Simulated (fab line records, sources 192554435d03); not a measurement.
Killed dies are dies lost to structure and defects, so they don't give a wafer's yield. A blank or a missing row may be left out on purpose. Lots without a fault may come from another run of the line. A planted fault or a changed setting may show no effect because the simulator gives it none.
Chamber matching | flow n5_finfet | N5_GATE_CUT_STRIP_59 on rie_diel-01: 4 sister chambers
The step strips in N2/H2, time 20 s. 8 wafers are shown with their chamber, then 8 later ones without.

WAFERS WITH THEIR CHAMBER
wafer  | chamber | drypump_motor_current_A (A) | throttle_valve_pct (%)
L086.1 | 3       | 4.9                         | 12.33
L086.2 | 0       | 6.0                         | 12.50
L086.4 | 2       | 6.3                         | 12.61
L088.2 | 0       | 6.0                         | 12.52
L089.2 | 3       | 4.9                         | 12.36
L089.3 | 1       | 5.8                         | 11.83
L089.6 | 2       | 6.4                         | 12.61
L091.4 | 1       | 5.8                         | 11.84

WAFERS WITHOUT THEIR CHAMBER
wafer  | drypump_motor_current_A (A) | throttle_valve_pct (%)
L091.5 | 6.4                         | 12.64
L091.6 | 6.0                         | 12.53
L096.2 | 5.8                         | 11.89
L096.3 | 6.4                         | 12.67
L096.6 | 4.9                         | 11.72
L097.1 | 6.3                         | 12.68
L097.4 | 5.8                         | 11.87
L097.5 | 6.4                         | 12.66

WHICH CHAMBER EACH WENT THROUGH
wafer  | from the rows above | in truth
L091.5 | 2                   | 2
L091.6 | 0                   | 0
L096.2 | 1                   | 1
L096.3 | 2                   | 2
L096.6 | 1                   | 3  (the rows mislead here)
L097.1 | 2                   | 2
L097.4 | 1                   | 1
L097.5 | 2                   | 2
Placed correctly: 7 of 8. Can't be placed from these rows: 0. Placed wrongly: 1.
How it was worked out, from the rows above alone: a wafer's distance from a chamber is the root of the sum, over the readings, of the square of ((its reading less the chamber's mean) divided by the reading's scatter). The wafer belongs to the nearest chamber; if the next one is less than 2 further off, it can't be placed. A chamber's mean is the mean of its shown wafers. The scatter: the root of (the sum of the squares of (reading less its chamber's mean) over the shown wafers, divided by (wafers less chambers)).
